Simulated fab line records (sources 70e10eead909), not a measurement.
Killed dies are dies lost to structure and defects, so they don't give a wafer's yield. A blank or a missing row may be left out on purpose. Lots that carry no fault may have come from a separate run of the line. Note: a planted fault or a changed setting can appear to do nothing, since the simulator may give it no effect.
fab line records | flow nand-harc
record: lots: 7 wafers: 21 last-day: 24
route steps=1159 shown A_ONON_D1@426 END@1159
lots that met no fault: taken from a fault-free run of the same line
start-h: the number of hours between the record's first day and the start of the first shown wafer of the lot | wait-h: hours elapsed since this lot's preceding step | " the same as in the row above | L1.1+2: several wafers, shown together as one row | - no value, or no start given | * or withheld: withheld | < > ~ a bound
route shown NAME@n: names a module that has steps shown in the file, with the first one's number in the route | usual: the fault-free wafers' mean and standard deviation | same: alike in all rows | chamber/n: place in a boat | sites: each site's reading | _std_site: how widely they spread, as a standard deviation | _edge_site: the outer-site mean with the inner-site mean subtracted | radius-mm: how far each site lies from the wafer's centre | mask NAME#n: copy n | behind: the last tool/chamber to shape the wafer | hold: why the lot went on hold/how many hours it stayed there/how the hold came to an end | device: names the non-switching transistor (n, p or np) | end of line: the route-end tests of the same wafers | where a step has no rows: the recipe by itself | killed: dies that structure and defects cost at the first sort, which is not the same as the wafer's yield | map: a wafer's dies, x killed, . not, _ none there
set.NAME: the setting as run; set.NAME@STEP: as run at that earlier step | model.NAME: the simulator's own value behind a step, which no gauge read
lots at selected steps of the route; one table per step, one row per wafer
services: when a tool's chamber went out of use (start-h, in hours from the record's first day, below 0 if earlier), for how many hours, and the reason
== steps ==
step: NHARC_A_ONON_D1_DEP_03
recipe: target-thk-a: 10000 n2-flow-sccm: 2750 n2o-flow-sccm: 2000 nh3-flow-sccm: 500 sih4-flow-sccm: 210 temp-c: 400
step: NHARC_A_ONON_D1_THK_MEAS_05
recipe: thk-meas-gauge: ellipsometry
usual: thk-nm: 1003/10
columns lot.wafer tool chamber start-h wait-h thk-nm
L824.4 film-metro-01 - 159.53 - 996
L824.5 " - " " 996
L824.6 " - " " 998
L829.1 film-metro-01 - 186.37 - 1011
L829.3 " - " " 1013
L829.4 " - " " 1013
L828.1 film-metro-02 - 186.43 - 1010
L828.3 " - " " 1009
L828.6 " - " " 1008
L831.1 film-metro-02 - 194.68 - 994
L831.2 " - " " 994
L831.4 " - " " 991
L844.1 film-metro-01 - 276.35 - 1022
L844.5 " - " " 1022
L844.6 " - " " 1024
L846.2 film-metro-01 - 286.81 - 1011
L846.3 " - " " 1012
L846.4 " - " " 1013
L847.4 film-metro-02 - 292.85 - 983
L847.5 " - " " 982
L847.6 " - " " 983
step: NHARC_A_ONON_D1_DEP_06
recipe: target-thk-a: 10000 n2-flow-sccm: 2750 n2o-flow-sccm: 2000 nh3-flow-sccm: 500 sih4-flow-sccm: 210 temp-c: 400
step: NHARC_A_ONON_D1_THK_MEAS_08
recipe: thk-meas-gauge: ellipsometry
usual: thk-nm: 1003/12
columns lot.wafer tool chamber start-h wait-h thk-nm
L824.4 film-metro-02 - 160.10 - 996
L824.5 " - " " 993
L824.6 " - " " 995
L829.1 film-metro-01 - 186.94 - 992
L829.3 " - " " 991
L829.4 " - " " 993
L828.1 film-metro-02 - 186.99 - 1025
L828.3 " - " " 1026
L828.6 " - " " 1024
L831.1 film-metro-02 - 195.54 - 1015
L831.2 " - " " 1014
L831.4 " - " " 1014
L844.1 film-metro-01 - 276.91 - 1004
L844.5 " - " " 1001
L844.6 " - " " 1002
L846.2 film-metro-02 - 287.38 - 1003
L846.3 " - " " 1006
L846.4 " - " " 1004
L847.4 film-metro-01 - 293.41 - 1007
L847.5 " - " " 1007
L847.6 " - " " 1006
step: NHARC_A_ONON_D1_DEP_09
recipe: target-thk-a: 10000 n2-flow-sccm: 2750 n2o-flow-sccm: 2000 nh3-flow-sccm: 500 sih4-flow-sccm: 210 temp-c: 400
step: NHARC_A_ONON_D1_THK_MEAS_11
recipe: thk-meas-gauge: ellipsometry
usual: thk-nm: 999/12
columns lot.wafer tool chamber start-h wait-h thk-nm
L824.4 film-metro-01 - 160.67 - 1017
L824.5 " - " " 1019
L824.6 " - " " 1018
L829.1 film-metro-02 - 187.51 - 1005
L829.3 " - " " 1003
L829.4 " - " " 1001
L828.1 film-metro-01 - 187.56 - 1017
L828.3 " - " " 1018
L828.6 " - " " 1019
L831.1 film-metro-01 - 196.25 - 1001
L831.2 " - " " 1000
L831.4 " - " " 1000
L844.1 film-metro-01 - 277.48 - 1004
L844.5 " - " " 1003
L844.6 " - " " 1003
L846.2 film-metro-02 - 287.95 - 1005
L846.3 " - " " 1005
L846.4 " - " " 1006
L847.4 film-metro-02 - 293.98 - 1000
L847.5 " - " " 1001
L847.6 " - " " 997
step: NHARC_A_ONON_D1_DEP_12
recipe: target-thk-a: 10000 n2-flow-sccm: 2750 n2o-flow-sccm: 2000 nh3-flow-sccm: 500 sih4-flow-sccm: 210 temp-c: 400
step: NHARC_A_ONON_D1_THK_MEAS_14
recipe: thk-meas-gauge: ellipsometry
usual: thk-nm: 1001/9.8
columns lot.wafer tool chamber start-h wait-h thk-nm
L824.4 film-metro-01 - 161.24 - 1002
L824.5 " - " " 1001
L824.6 " - " " 1001
L829.1 film-metro-02 - 188.08 - 1000
L829.3 " - " " 998
L829.4 " - " " 999
L828.1 film-metro-02 - 188.16 - 990
L828.3 " - " " 990
L828.6 " - " " 989
L831.1 film-metro-01 - 196.94 - 995
L831.2 " - " " 997
L831.4 " - " " 994
L844.1 film-metro-02 - 278.04 - 1003
L844.5 " - " " 1002
L844.6 " - " " 1003
L846.2 film-metro-02 - 288.52 - 1006
L846.3 " - " " 1007
L846.4 " - " " 1006
L847.4 film-metro-02 - 294.55 - 988
L847.5 " - " " 988
L847.6 " - " " 990
step: NHARC_A_ONON_D1_ANNEAL_15
recipe: temp-c: 750 time-s: 3600
step: NHARC_A_ONON_D1_DEP_16
recipe: target-thk-a: 10000 n2-flow-sccm: 2750 n2o-flow-sccm: 2000 nh3-flow-sccm: 500 sih4-flow-sccm: 210 temp-c: 400
step: NHARC_A_ONON_D1_THK_MEAS_18
recipe: thk-meas-gauge: ellipsometry
usual: thk-nm: 1001/11
columns lot.wafer tool chamber start-h wait-h thk-nm
L824.4 film-metro-01 - 168.33 - 1009
L824.5 " - " " 1007
L824.6 " - " " 1010
L829.1 film-metro-02 - 195.19 - 1008
L829.3 " - " " 1010
L829.4 " - " " 1008
L828.1 film-metro-01 - 195.21 - 971
L828.3 " - " " 970
L828.6 " - " " 970
L831.1 film-metro-01 - 204.04 - 1005
L831.2 " - " " 1005
L831.4 " - " " 1004
L844.1 film-metro-02 - 285.17 - 1017
L844.5 " - " " 1016
L844.6 " - " " 1016
L846.2 film-metro-02 - 295.65 - 992
L846.3 " - " " 994
L846.4 " - " " 996
L847.4 film-metro-02 - 301.67 - 1009
L847.5 " - " " 1008
L847.6 " - " " 1009
step: NHARC_A_ONON_D1_DEP_19
recipe: target-thk-a: 10000 n2-flow-sccm: 2750 n2o-flow-sccm: 2000 nh3-flow-sccm: 500 sih4-flow-sccm: 210 temp-c: 400
usual: sih4-flow-sccm: 209.9/0.61
columns lot.wafer tool chamber start-h wait-h sih4-flow-sccm
L824.4 pecvd-onon-02 0 168.56 0.2 210.1
L824.5 " 0 " " 210.1
L824.6 " 0 " " 209.4
L829.1 pecvd-onon-03 0 195.25 0.1 210.8
L829.3 " 0 " " 209.3
L829.4 " 0 " " 211.0
L828.1 pecvd-onon-03 0 195.61 0.4 210.3
L828.3 " 0 " " 210.2
L828.6 " 0 " " 210.0
L831.1 pecvd-onon-03 0 204.09 0.1 210.0
L831.2 " 0 " " 209.8
L831.4 " 0 " " 209.7
L844.1 pecvd-onon-01 0 285.23 0.1 210.4
L844.5 " 0 " " 210.5
L844.6 " 0 " " 209.7
L846.2 pecvd-onon-03 0 295.76 0.1 209.5
L846.3 " 0 " " 209.8
L846.4 " 0 " " 209.5
L847.4 pecvd-onon-01 0 301.90 0.2 209.6
L847.5 " 0 " " 210.5
L847.6 " 0 " " 209.7
step: NHARC_A_ONON_D1_THK_MEAS_21
recipe: thk-meas-gauge: ellipsometry
usual: thk-nm: 1000/11
columns lot.wafer tool chamber start-h wait-h thk-nm
L824.4 film-metro-01 - 168.90 - 999
L824.5 " - " " 999
L824.6 " - " " 999
L829.1 film-metro-01 - 195.76 - 1546
L829.3 " - " " 1544
L829.4 " - " " 1544
L828.1 film-metro-02 - 196.11 - 1560
L828.3 " - " " 1561
L828.6 " - " " 1561
L831.1 film-metro-02 - 204.60 - 1555
L831.2 " - " " 1556
L831.4 " - " " 1556
L844.1 film-metro-01 - 285.73 - 1000
L844.5 " - " " 1002
L844.6 " - " " 1001
L846.2 film-metro-01 - 296.22 - 999
L846.3 " - " " 1000
L846.4 " - " " 999
L847.4 film-metro-02 - 302.24 - 998
L847.5 " - " " 1000
L847.6 " - " " 999
step: NHARC_A_ONON_D1_DEP_22
recipe: target-thk-a: 10000 n2-flow-sccm: 2750 n2o-flow-sccm: 2000 nh3-flow-sccm: 500 sih4-flow-sccm: 210 temp-c: 400
step: NHARC_END_SORT_01
recipe: temp-c: 25
usual: killed-at-array: 26/10 killed-at-other: 0.5/0.87 killed-at-periphery: 3.0/2.5 killed-dies: 29/11 killed-open: 3.3/1.9 killed-short: 1.8/1.5
same: gross-dies: 677
columns lot.wafer tool chamber start-h wait-h killed-at-array killed-at-other killed-at-periphery killed-dies killed-open killed-short
L828.1 prober-02 0 463.28 2.5 675 0 2 677 1 1
L828.3 prober-02 0 464.86 3.1 675 0 2 677 1 1
L828.6 prober-02 0 467.23 4.0 672 0 5 677 2 0
L829.1 prober-02 0 471.00 2.5 671 0 6 677 1 4
L829.3 prober-02 0 472.58 3.1 671 0 6 677 5 0
L829.4 prober-02 0 473.37 3.4 675 0 2 677 2 1
L831.1 prober-01 0 482.02 2.5 673 2 2 677 4 1
L831.2 prober-01 0 482.82 2.8 674 0 3 677 1 3
L831.4 prober-01 0 484.43 3.4 676 0 1 677 2 4
killed by level:class
L828.1 A_ONON_D1:area-dep=645 A_CHANNEL_HOLE_D1:chamber-film-flake=16 A_SLIT:chamber-film-flake=7 A_CONTACT:chamber-film-flake=6 P_CONTACT:geometric-particle:short=1 A_CONTACT:geometric-particle:open=1 P_ZERO_WELL:chamber-film-flake=1
L828.3 A_ONON_D1:area-dep=639 A_CHANNEL_HOLE_D1:chamber-film-flake=19 A_SLIT:chamber-film-flake=11 A_CONTACT:chamber-film-flake=2 A_CHANNEL_FILL_D1:geometric-particle:short=1 A_M0:geometric-particle:open=1 P_ZERO_WELL:chamber-film-flake=1 P_GATE:chamber-film-flake=1
L828.6 A_ONON_D1:area-dep=636 A_CHANNEL_HOLE_D1:chamber-film-flake=20 A_SLIT:chamber-film-flake=8 A_CONTACT:chamber-film-flake=5 P_CONTACT:geometric-particle:open=1 A_SOURCE_PLATE:geometric-particle:open=1 P_ZERO_WELL:chamber-film-flake=1 P_STI:chamber-film-flake=1
L829.1 A_ONON_D1:area-dep=639 A_CHANNEL_HOLE_D1:chamber-film-flake=18 A_SGD_CUT:chamber-film-flake=5 P_ZERO_WELL:chamber-film-flake=4 A_WL_FILL:geometric-particle:short=3 A_CHANNEL_FILL_D1:chamber-film-flake=3 A_CONTACT:chamber-film-flake=2 P_M2:geometric-particle:short=1
L829.3 A_ONON_D1:area-dep=648 A_CHANNEL_HOLE_D1:chamber-film-flake=13 P_ZERO_WELL:chamber-film-flake=3 A_CONTACT:chamber-film-flake=3 A_CONTACT:geometric-particle:open=2 A_SGD_CUT:chamber-film-flake=2 P_GATE:geometric-particle:open=1 P_M0:geometric-particle:open=1
L829.4 A_ONON_D1:area-dep=650 A_CHANNEL_HOLE_D1:chamber-film-flake=15 A_CONTACT:chamber-film-flake=4 P_ZERO_WELL:chamber-film-flake=2 A_SGD_CUT:chamber-film-flake=2 A_SOURCE_PLATE:geometric-particle:short=1 A_WL_FILL:geometric-particle:open=1 A_CONTACT:geometric-particle:open=1
L831.1 A_ONON_D1:area-dep=649 A_CHANNEL_HOLE_D1:chamber-film-flake=17 A_M1:chamber-film-flake=2 P_M0:geometric-particle:open=1 A_ONON_D1:geometric-particle:open=1 A_CHANNEL_HOLE_D1:geometric-particle:open=1 A_CHANNEL_FILL_D1:geometric-particle:open=1 STARTING-WAFER:geometric-particle:short=1
L831.2 A_ONON_D1:area-dep=647 A_CHANNEL_HOLE_D1:chamber-film-flake=20 A_CONTACT:chamber-film-flake=2 P_M0:chamber-film-flake=2 P_M0:geometric-particle:short=1 A_SOURCE_PLATE:geometric-particle:short=1 A_SOURCE_PLATE:geometric-particle:open=1 A_ONON_D1:geometric-particle:short=1
L831.4 A_ONON_D1:area-dep=647 A_CHANNEL_HOLE_D1:chamber-film-flake=18 A_WL_FILL:geometric-particle:short=2 A_CONTACT:geometric-particle:open=2 A_SLIT:chamber-film-flake=2 A_ONON_D1:geometric-particle:short=1 A_CONTACT:geometric-particle:short=1 P_M0:chamber-film-flake=1
map L828.1 (x killed, . not)
____________x____________
_________xxxxxxx_________
_______xxxxxxxxxxx_______
______xxxxxxxxxxxxx______
_____xxxxxxxxxxxxxxx_____
____xxxxxxxxxxxxxxxxx____
____xxxxxxxxxxxxxxxxx____
___xxxxxxxxxxxxxxxxxxx___
___xxxxxxxxxxxxxxxxxxx___
__xxxxxxxxxxxxxxxxxxxxx__
__xxxxxxxxxxxxxxxxxxxxx__
_xxxxxxxxxxxxxxxxxxxxxxx_
_xxxxxxxxxxxxxxxxxxxxxxx_
_xxxxxxxxxxxxxxxxxxxxxxx_
_xxxxxxxxxxxxxxxxxxxxxxx_
_xxxxxxxxxxxxxxxxxxxxxxx_
xxxxxxxxxxxxxxxxxxxxxxxxx
xxxxxxxxxxxxxxxxxxxxxxxxx
xxxxxxxxxxxxxxxxxxxxxxxxx
xxxxxxxxxxxxxxxxxxxxxxxxx
xxxxxxxxxxxxxxxxxxxxxxxxx
_xxxxxxxxxxxxxxxxxxxxxxx_
_xxxxxxxxxxxxxxxxxxxxxxx_
_xxxxxxxxxxxxxxxxxxxxxxx_
_xxxxxxxxxxxxxxxxxxxxxxx_
_xxxxxxxxxxxxxxxxxxxxxxx_
__xxxxxxxxxxxxxxxxxxxxx__
__xxxxxxxxxxxxxxxxxxxxx__
___xxxxxxxxxxxxxxxxxxx___
___xxxxxxxxxxxxxxxxxxx___
____xxxxxxxxxxxxxxxxx____
____xxxxxxxxxxxxxxxxx____
_____xxxxxxxxxxxxxxx_____
______xxxxxxxxxxxxx______
_______xxxxxxxxxxx_______
_________xxxxxxx_________
____________x____________
map L829.1 (x killed, . not)
____________x____________
_________xxxxxxx_________
_______xxxxxxxxxxx_______
______xxxxxxxxxxxxx______
_____xxxxxxxxxxxxxxx_____
____xxxxxxxxxxxxxxxxx____
____xxxxxxxxxxxxxxxxx____
___xxxxxxxxxxxxxxxxxxx___
___xxxxxxxxxxxxxxxxxxx___
__xxxxxxxxxxxxxxxxxxxxx__
__xxxxxxxxxxxxxxxxxxxxx__
_xxxxxxxxxxxxxxxxxxxxxxx_
_xxxxxxxxxxxxxxxxxxxxxxx_
_xxxxxxxxxxxxxxxxxxxxxxx_
_xxxxxxxxxxxxxxxxxxxxxxx_
_xxxxxxxxxxxxxxxxxxxxxxx_
xxxxxxxxxxxxxxxxxxxxxxxxx
xxxxxxxxxxxxxxxxxxxxxxxxx
xxxxxxxxxxxxxxxxxxxxxxxxx
xxxxxxxxxxxxxxxxxxxxxxxxx
xxxxxxxxxxxxxxxxxxxxxxxxx
_xxxxxxxxxxxxxxxxxxxxxxx_
_xxxxxxxxxxxxxxxxxxxxxxx_
_xxxxxxxxxxxxxxxxxxxxxxx_
_xxxxxxxxxxxxxxxxxxxxxxx_
_xxxxxxxxxxxxxxxxxxxxxxx_
__xxxxxxxxxxxxxxxxxxxxx__
__xxxxxxxxxxxxxxxxxxxxx__
___xxxxxxxxxxxxxxxxxxx___
___xxxxxxxxxxxxxxxxxxx___
____xxxxxxxxxxxxxxxxx____
____xxxxxxxxxxxxxxxxx____
_____xxxxxxxxxxxxxxx_____
______xxxxxxxxxxxxx______
_______xxxxxxxxxxx_______
_________xxxxxxx_________
____________x____________
== services ==
columns tool chamber start-h hours kind
pecvd-onon-03 - 153.20 13.0 pm
pecvd-onon-01 - 163.94 0.7 repair
pecvd-onon-01 - 195.05 13.0 pm
pecvd-onon-01 - 247.07 1.1 repair
pecvd-onon-02 - 292.23 13.0 pm
== key ==
first-sign: step: NHARC_A_ONON_D1_THK_MEAS_21 reading: thk-nm direction: up sigmas: 50 usual: 1000 struck: 1554
effect: step: NHARC_END_SORT_01 reading: killed-at-array direction: up sigmas: 65 usual: 26 struck: 674
more-kills-born-at: NHARC_A_ONON_D1_DEP_19@pecvd-onon-03: 5800
met-at NHARC_A_ONON_D1_DEP_19
struck-wafers L828.1,L828.3,L828.6,L829.1,L829.3,L829.4,L831.1,L831.2,L831.4
later-rows-left-out L828.1,L828.3,L828.6,L829.1,L829.3,L829.4,L831.1,L831.2,L831.4
tester-left-out L828,L829,L831
fault: kind: process-parameter-drift tool: pecvd-onon-03 chamber: 0 onset-h: 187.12 steps: NHARC_A_ONON_D1_DEP_19 channel: target-thk-a offset: * shape: step end-h: 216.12 acts-in: * stated: *
tester-left-out: of these lots the tester's yield and bins aren't shown, on N5 and GAA mostly nor the transistor test; their killed dies are dies lost to structure and defects alone, not to doping, threshold or leakage, so they don't give the yield
later-rows-left-out: the simulator's readings of these wafers behind a module that went badly wrong aren't trusted and aren't shown, but for the sort
